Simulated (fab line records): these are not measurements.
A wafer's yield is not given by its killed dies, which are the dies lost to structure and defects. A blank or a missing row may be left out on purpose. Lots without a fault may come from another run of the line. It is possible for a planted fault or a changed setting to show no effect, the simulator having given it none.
fab line records	flow n5Finfet	part 2 of 2: steps 4 to 6 of 6
[record] lots = 24	wafers = 72	lastDay = 19
route steps=1938 shown BEOL_M8@1352
lots that met no fault: from a run of the same line without faults
startH: hours from the record's first day to the start of the lot's first wafer shown	waitH: how many hours have passed since the lot's step before this one	" unchanged from the row above	L1.1+2: a row that stands for several wafers	- no value, or no start was given	* or withheld: withheld	< > ~ a bound
route shown NAME@n: a module of which the file shows steps, and the number in the route of the first	usual: average and standard deviation across the fault-free wafers	same: alike in all rows	chamber/n: place in a boat	sites: each site's reading	_std_site: how widely they spread, as a standard deviation	_edge_site: mean of outer sites minus mean of inner sites	radiusMm: how far each site lies from the wafer's centre	mask NAME#n: copy n	behind: the tool/chamber that last shaped the wafer	hold: reason for holding the lot/hours on hold/outcome of the hold	device: transistor that didn't switch, given as n, p or np	end of line: at the end of the route, the tests of the same wafers	for a step that has no rows: nothing shown but its recipe	killed: not the wafer's yield, but the dies lost to structure and defects at the first sort	map: shows each die of a wafer: x if killed, . if not, _ if none is there
set.NAME: the setting the step ran with; set.NAME@STEP: the setting that earlier step ran with	model.NAME: the simulator's own value behind a step, which no gauge read
a sample of lots followed through the steps of the route, with each step as a table and each wafer as a row
services: the hour from which a tool's chamber was out of use, counted from the record's first day as startH (under 0 if before that day), plus the number of hours and why
[[steps]]
[step N5_BEOL_M8_DEGAS_44]
[recipe] ambient = vacuum	tempC = 250	timeS = 60
[usual] heaterPowerW = 325/17
lot.wafer	tool	chamber	startH	waitH	heaterPowerW
L074.2	pvdSputter-02	-	230.38	0.4	345
L074.3	"	-	"	"	320
L074.5	"	-	"	"	334
L075.2	pvdSputter-03	-	238.33	0.4	332
L075.4	"	-	"	"	321
L075.6	"	-	"	"	334
L077.2	pvdSputter-02	-	245.27	0.6	353
L077.4	"	-	"	"	338
L077.6	"	-	"	"	351
L078.2	pvdSputter-02	-	260.44	0.5	323
L078.3	"	-	"	"	349
L078.5	"	-	"	"	315
L076.1	pvdSputter-01	-	262.09	1.7	332
L076.2	"	-	"	"	312
L076.5	"	-	"	"	336
L079.1	pvdSputter-01	-	262.99	0.6	277
L079.2	"	-	"	"	332
L079.4	"	-	"	"	312
L080.3	pvdSputter-01	-	267.81	1.4	336
L080.5	"	-	"	"	342
L080.6	"	-	"	"	288
L081.2	pvdSputter-03	-	275.75	0.6	331
L081.3	"	-	"	"	326
L081.5	"	-	"	"	322
L082.1	pvdSputter-01	-	288.84	2.2	317
L082.3	"	-	"	"	336
L082.4	"	-	"	"	333
L083.1	pvdSputter-01	-	290.06	0.6	315
L083.3	"	-	"	"	292
L083.5	"	-	"	"	292
L084.2	pvdSputter-01	-	296.72	0.4	337
L084.4	"	-	"	"	311
L084.6	"	-	"	"	281
L086.1	pvdSputter-03	-	297.44	0.7	331
L086.3	"	-	"	"	325
L086.4	"	-	"	"	339
L085.1	pvdSputter-01	-	309.98	1.5	285
L085.4	"	-	"	"	322
L085.5	"	-	"	"	306
L087.1	pvdSputter-03	-	311.86	0.8	325
L087.2	"	-	"	"	322
L087.5	"	-	"	"	322
L088.2	pvdSputter-02	-	317.48	0.3	312
L088.3	"	-	"	"	351
L088.5	"	-	"	"	327
L089.2	pvdSputter-02	-	320.02	0.3	313
L089.3	"	-	"	"	315
L089.4	"	-	"	"	352
L090.1	pvdSputter-03	-	331.46	2.0	319
L090.3	"	-	"	"	339
L090.6	"	-	"	"	325
L091.2	pvdSputter-03	-	340.53	1.3	317
L091.5	"	-	"	"	334
L091.6	"	-	"	"	336
L092.1	pvdSputter-03	-	341.47	0.7	331
L092.5	"	-	"	"	329
L092.6	"	-	"	"	321
L093.2	pvdSputter-03	-	345.64	0.8	327
L093.4	"	-	"	"	335
L093.6	"	-	"	"	329
L094.2	pvdSputter-02	-	347.19	0.4	341
L094.5	"	-	"	"	306
L094.6	"	-	"	"	317
L095.2	pvdSputter-01	-	355.68	2.1	346
L095.5	"	-	"	"	336
L095.6	"	-	"	"	319
L096.1	pvdSputter-03	-	369.33	0.5	335
L096.3	"	-	"	"	334
L096.4	"	-	"	"	327
L097.2	pvdSputter-03	-	381.94	1.7	316
L097.3	"	-	"	"	323
L097.5	"	-	"	"	323
[step N5_BEOL_M8_SURFACE_TREAT_79]
[recipe] gas = Ar	timeS = *	ionEnergyEv = *	ionCurrentMaCm2 = 0.5	pressureMtorr = *	arFlowSccm = 30
[usual] throttleValvePct = *
lot.wafer	tool	chamber	startH	waitH	throttleValvePct
L074.2	pvdSputter-01	-	230.79	0.2	*
L074.3	"	-	"	"	*
L074.5	"	-	"	"	*
L075.2	pvdSputter-01	-	239.06	0.4	*
L075.4	"	-	"	"	*
L075.6	"	-	"	"	*
L077.2	pvdSputter-02	-	245.69	0.2	*
L077.4	"	-	"	"	*
L077.6	"	-	"	"	*
L078.2	pvdSputter-01	-	262.05	1.2	*
L078.3	"	-	"	"	*
L078.5	"	-	"	"	*
L076.1	pvdSputter-01	-	262.55	0.2	*
L076.2	"	-	"	"	*
L076.5	"	-	"	"	*
L079.1	pvdSputter-03	-	263.52	0.3	*
L079.2	"	-	"	"	*
L079.4	"	-	"	"	*
L080.3	pvdSputter-01	-	268.37	0.2	*
L080.5	"	-	"	"	*
L080.6	"	-	"	"	*
L081.2	pvdSputter-02	-	276.25	0.3	*
L081.3	"	-	"	"	*
L081.5	"	-	"	"	*
L082.1	pvdSputter-01	-	289.23	0.2	*
L082.3	"	-	"	"	*
L082.4	"	-	"	"	*
L083.1	pvdSputter-01	-	290.50	0.2	*
L083.3	"	-	"	"	*
L083.5	"	-	"	"	*
L084.2	pvdSputter-01	-	297.30	0.3	*
L084.4	"	-	"	"	*
L084.6	"	-	"	"	*
L086.1	pvdSputter-02	-	297.84	0.2	*
L086.3	"	-	"	"	*
L086.4	"	-	"	"	*
L085.1	pvdSputter-01	-	310.50	0.2	*
L085.4	"	-	"	"	*
L085.5	"	-	"	"	*
L087.1	pvdSputter-02	-	312.83	0.7	*
L087.2	"	-	"	"	*
L087.5	"	-	"	"	*
L088.2	pvdSputter-03	-	318.19	0.5	*
L088.3	"	-	"	"	*
L088.5	"	-	"	"	*
L089.2	pvdSputter-01	-	320.53	0.2	*
L089.3	"	-	"	"	*
L089.4	"	-	"	"	*
L090.1	pvdSputter-03	-	331.88	0.2	*
L090.3	"	-	"	"	*
L090.6	"	-	"	"	*
L091.2	pvdSputter-01	-	341.16	0.3	*
L091.5	"	-	"	"	*
L091.6	"	-	"	"	*
L092.1	pvdSputter-03	-	341.94	0.2	*
L092.5	"	-	"	"	*
L092.6	"	-	"	"	*
L093.2	pvdSputter-02	-	346.15	0.3	*
L093.4	"	-	"	"	*
L093.6	"	-	"	"	*
L094.2	pvdSputter-03	-	347.70	0.2	*
L094.5	"	-	"	"	*
L094.6	"	-	"	"	*
L095.2	pvdSputter-01	-	356.36	0.4	*
L095.5	"	-	"	"	*
L095.6	"	-	"	"	*
L096.1	pvdSputter-01	-	370.05	0.5	*
L096.3	"	-	"	"	*
L096.4	"	-	"	"	*
L097.2	pvdSputter-03	-	382.36	0.2	*
L097.3	"	-	"	"	*
L097.5	"	-	"	"	*
[step N5_BEOL_M8_DEP_56]
[recipe] material = SiCN	targetThkA = 100	tempC = withheld	precursor = 3MS/NH3	pressureTorr = 3	rfW = 202	timeS = 17.5
[usual] chamberPressureTorr = 2.999/0.0056	showerheadPlenumPTorr = 3.667/0.015	showerheadVppV = 908/53	throttleValvePct = 9.2/0.41
lot.wafer	tool	chamber	startH	waitH	chamberPressureTorr	showerheadPlenumPTorr	showerheadVppV	throttleValvePct
L074.2	pecvd-02	1	233.06	0.0	3.004	3.672	853	8.9
L074.3	"	2	"	"	2.991	3.666	885	8.5
L074.5	"	1	"	"	2.998	3.662	867	8.7
L075.2	pecvd-04	2	241.12	0.0	3.001	3.638	977	8.8
L075.4	"	0	"	"	3.003	3.661	829	9.0
L075.6	"	2	"	"	3.001	3.650	1009	8.6
L077.2	pecvd-04	2	247.42	0.0	2.991	3.655	993	8.9
L077.4	"	0	"	"	3.000	3.664	813	9.2
L077.6	"	1	"	"	2.997	3.648	943	9.0
L078.2	pecvd-02	0	263.13	0.0	2.992	3.657	955	9.0
L078.3	"	1	"	"	2.997	3.666	850	8.9
L078.5	"	1	"	"	2.995	3.672	848	8.8
L076.1	pecvd-01	0	264.14	0.0	2.995	3.682	875	9.5
L076.2	"	2	"	"	2.990	3.694	938	9.4
L076.5	"	0	"	"	2.984	3.677	873	9.2
L079.1	pecvd-02	2	264.69	0.0	3.008	3.675	880	8.8
L079.2	"	0	"	"	3.002	3.661	959	9.2
L079.4	"	2	"	"	3.004	3.668	884	8.6
L080.3	pecvd-01	0	269.41	0.0	3.001	3.677	885	9.3
L080.5	"	2	"	"	3.004	3.690	928	9.6
L080.6	"	1	"	"	3.001	3.673	905	10.0
L081.2	pecvd-04	1	277.44	0.0	2.998	3.654	965	9.3
L081.3	"	2	"	"	3.002	3.650	997	9.0
L081.5	"	1	"	"	3.004	3.654	952	9.2
L082.1	pecvd-01	2	290.45	0.0	3.000	3.707	909	9.7
L082.3	"	1	"	"	2.998	3.665	922	10.1
L082.4	"	0	"	"	3.005	3.683	871	9.3
L083.1	pecvd-01	1	292.45	0.0	2.998	3.663	932	10.0
L083.3	"	2	"	"	3.004	3.682	929	9.4
L083.5	"	2	"	"	3.004	3.696	928	9.7
L084.2	pecvd-02	2	298.68	0.0	3.000	3.667	873	8.7
L084.4	"	0	"	"	2.992	3.665	966	9.1
L084.6	"	2	"	"	2.995	3.663	877	8.8
L086.1	pecvd-01	2	299.32	0.0	2.996	3.709	927	9.6
L086.3	"	1	"	"	3.001	3.657	933	9.9
L086.4	"	2	"	"	3.000	3.698	941	9.6
L085.1	pecvd-01	1	311.67	0.0	3.007	3.654	923	9.9
L085.4	"	2	"	"	2.987	3.691	940	9.4
L085.5	"	0	"	"	3.001	3.687	867	9.5
L087.1	pecvd-02	0	313.97	0.0	3.009	3.650	952	9.1
L087.2	"	1	"	"	3.002	3.662	827	8.9
L087.5	"	1	"	"	2.997	3.663	870	8.8
L088.2	pecvd-02	0	320.03	0.0	2.999	3.658	961	9.0
L088.3	"	2	"	"	3.000	3.664	864	8.7
L088.5	"	0	"	"	3.001	3.661	962	9.0
L089.2	pecvd-01	2	321.93	0.0	2.995	3.697	934	9.4
L089.3	"	1	"	"	2.997	3.665	919	10.2
L089.4	"	2	"	"	3.008	3.695	940	9.5
L090.1	pecvd-04	1	333.00	0.0	3.005	3.650	959	9.3
L090.3	"	0	"	"	2.993	3.653	828	9.1
L090.6	"	0	"	"	2.986	3.660	819	9.1
L091.2	pecvd-02	1	342.47	0.0	3.003	3.677	857	8.9
L091.5	"	1	"	"	2.996	3.665	860	8.8
L091.6	"	2	"	"	2.998	3.669	869	8.8
L092.1	pecvd-01	1	343.08	0.0	2.993	3.672	910	10.0
L092.5	"	1	"	"	3.002	3.663	915	9.9
L092.6	"	2	"	"	3.006	3.699	941	9.5
L093.2	pecvd-02	0	347.57	0.0	2.998	3.664	953	9.1
L093.4	"	1	"	"	2.993	3.654	850	8.9
L093.6	"	0	"	"	3.003	3.659	958	8.9
L094.2	pecvd-04	2	348.85	0.0	3.000	3.646	996	9.0
L094.5	"	0	"	"	2.996	3.670	818	9.3
L094.6	"	1	"	"	3.015	3.652	955	9.3
L095.2	pecvd-04	0	358.15	0.0	2.995	3.667	819	8.8
L095.5	"	1	"	"	3.004	3.652	961	9.2
L095.6	"	0	"	"	2.993	3.664	812	9.0
L096.1	pecvd-04	1	372.57	0.0	3.010	3.647	965	9.4
L096.3	"	0	"	"	3.004	3.662	828	9.0
L096.4	"	1	"	"	2.999	3.650	962	9.2
L097.2	pecvd-02	1	383.50	0.0	2.999	3.669	848	9.0
L097.3	"	2	"	"	2.999	3.668	848	8.8
L097.5	"	0	"	"	2.991	3.658	948	9.0
[[services]]
tool	chamber	startH	hours	kind
rieDiel-03	1	222.81	2.7	repair
pecvd-01	0	227.89	4.0	repair
rieDiel-02	0	236.29	1.6	repair
rieDiel-05	2	248.47	1.5	repair
rieDiel-05	2	250.18	-	clean
rieDiel-05	2	250.18	-	consumableReplace:focusRing
rieDiel-05	2	250.18	13.4	scheduledDown
rieDiel-05	2	250.18	13.4	ventCycle
rieDiel-03	0	253.76	5.9	repair
pecvd-01	-	274.98	0.7	repair
rieDiel-05	1	276.26	3.2	repair
pvdSputter-01	-	283.92	0.7	repair
pecvd-02	-	307.15	0.7	repair
rieDiel-05	-	322.76	14.6	pm
rieDiel-05	0	341.64	21.4	repair
pecvd-02	1	356.11	8.4	repair
pvdSputter-02	-	359.51	2.0	repair
rieDiel-05	3	363.02	-	clean
rieDiel-05	3	363.02	-	consumableReplace:focusRing
rieDiel-05	3	363.02	17.6	scheduledDown
rieDiel-05	1	364.89	25.3	repair
pecvd-01	-	365.75	2.3	repair
rieDiel-03	3	373.30	4.5	repair
rieDiel-02	0	377.03	1.3	repair
